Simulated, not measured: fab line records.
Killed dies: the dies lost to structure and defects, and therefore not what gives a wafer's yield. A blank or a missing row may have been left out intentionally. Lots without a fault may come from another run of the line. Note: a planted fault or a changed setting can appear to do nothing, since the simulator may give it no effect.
3 desks looking at one fault -- flow n5Finfet -- every desk sees just its own numbers, and what lay behind them comes last

== THE DEFECT DESK ==
Counts from the inspections along the route, per lot, as means over the sampled wafers that have a number. If a lot's mean is further than 4 standard deviations from the usual mean, the lot is out of limits and carries the mark OUT (the distance appears in the brackets).
Columns: A = rawDefectCount at N5_MIM_BOT_LITHO_INSPECT_12, usual 2.1
lot,first seen here,A
L195,day 12 03:14,2.0
L198,day 12 16:14,2.0
L197,day 12 16:41,2.0
L200,day 13 04:53,3.3
L199,day 13 07:25,1.3
L203,day 14 02:01,2.7
L211,day 17 07:14,2.7
L212,day 18 04:00,2.3
L213,day 18 13:27,0.3
L216,day 19 18:35,3.3
Finding of this desk: none of the 10 lots has anything out of limits.

== AT THE METROLOGY DESK ==
What the gauges read for every lot (on any tool): the sampled wafers with a number, averaged. If a lot's mean is further than 4 standard deviations from the usual mean, the lot is out of limits and carries the mark OUT (the distance appears in the brackets). Of its 10 readings 7 are shown: those that lie furthest out on some lot.
Columns: A = DIBL_N at N5_BEOL_M4_RC_MEAS_101, usual 36.3 mV/V; B = DIBL_P at N5_BEOL_M4_RC_MEAS_101, usual 36.0 mV/V; C = IOFF_N at N5_BEOL_M4_RC_MEAS_101, usual 0.16 nA/um; D = IOFF_P at N5_BEOL_M4_RC_MEAS_101, usual 0.22 nA/um; E = ION_N at N5_BEOL_M4_RC_MEAS_101, usual 672 uA/um; F = SS_P at N5_BEOL_M4_RC_MEAS_101, usual 73.3 mV/dec; G = VT_N at N5_BEOL_M4_RC_MEAS_101, usual 250 mV
lot,first seen here,A,B,C,D,E,F,G
L195,day 8 11:30,36.4,36.4,0.18,0.23,685,73.3,249
L197,day 8 23:58,37.3,38.2,0.18,0.25,672,73.6,247
L198,day 9 02:52,40.9,40.1,0.25,0.31,695,74.6,242
L199,day 9 13:12,34.4,33.7,0.13,0.17,661,72.1,251
L200,day 9 17:12,35.8,35.6,0.17,0.23,669,73.4,250
L203,day 10 06:27,38.9,37.0,0.19,0.24,678,73.6,248
L211,day 13 06:53,36.4,34.3,0.16,0.21,681,73.4,251
L212,day 14 01:11,36.4,37.8,0.18,0.27,681,73.6,247
L213,day 14 04:23,36.5,37.5,0.19,0.24,692,73.3,246
L216,day 14 21:55,35.0,35.5,0.13,0.17,659,72.7,253
Finding of this desk: none of the 10 lots has anything out of limits.

== TOOL OWNER'S DESK, pecvd-01 ==
The tool's own readings at N5_PASSIVATION_PECVD_01 (deposits SiNx from SiH4/NH3/N2, target thk 200 nm, time 43.2 s): means of the sampled wafers that have a number, for each lot that ran on this tool. If a lot's mean is further than 4 standard deviations from the usual mean, the lot is out of limits and carries the mark OUT (the distance appears in the brackets).
Columns: A = heaterPowerW at N5_PASSIVATION_PECVD_01, usual 383 W; B = showerheadPlenumPTorr at N5_PASSIVATION_PECVD_01, usual 8.70 Torr; C = throttleValvePct at N5_PASSIVATION_PECVD_01, usual 29.6 %
lot,first seen here,A,B,C
L195,day 12 04:25,490,8.65,28.8
L198,day 12 17:11,323,8.76,27.4
L197,day 12 17:38,470,8.68,27.7
L200,day 13 05:50,399,8.70,28.2
L199,day 13 08:23,376,8.72,28.3
L203,day 14 03:28,422,8.70,28.3
L216,day 19 19:50,461,8.65,29.0
Finding of this desk: none of the 7 lots has anything out of limits.

== PUT TOGETHER ==
Nothing the defect desk looked at was out of limits.
Metrology desk: nothing out of limits seen.
The tool owner's desk saw nothing out of limits.

== WHAT HAD BEEN PUT IN BY THE SIMULATOR ==
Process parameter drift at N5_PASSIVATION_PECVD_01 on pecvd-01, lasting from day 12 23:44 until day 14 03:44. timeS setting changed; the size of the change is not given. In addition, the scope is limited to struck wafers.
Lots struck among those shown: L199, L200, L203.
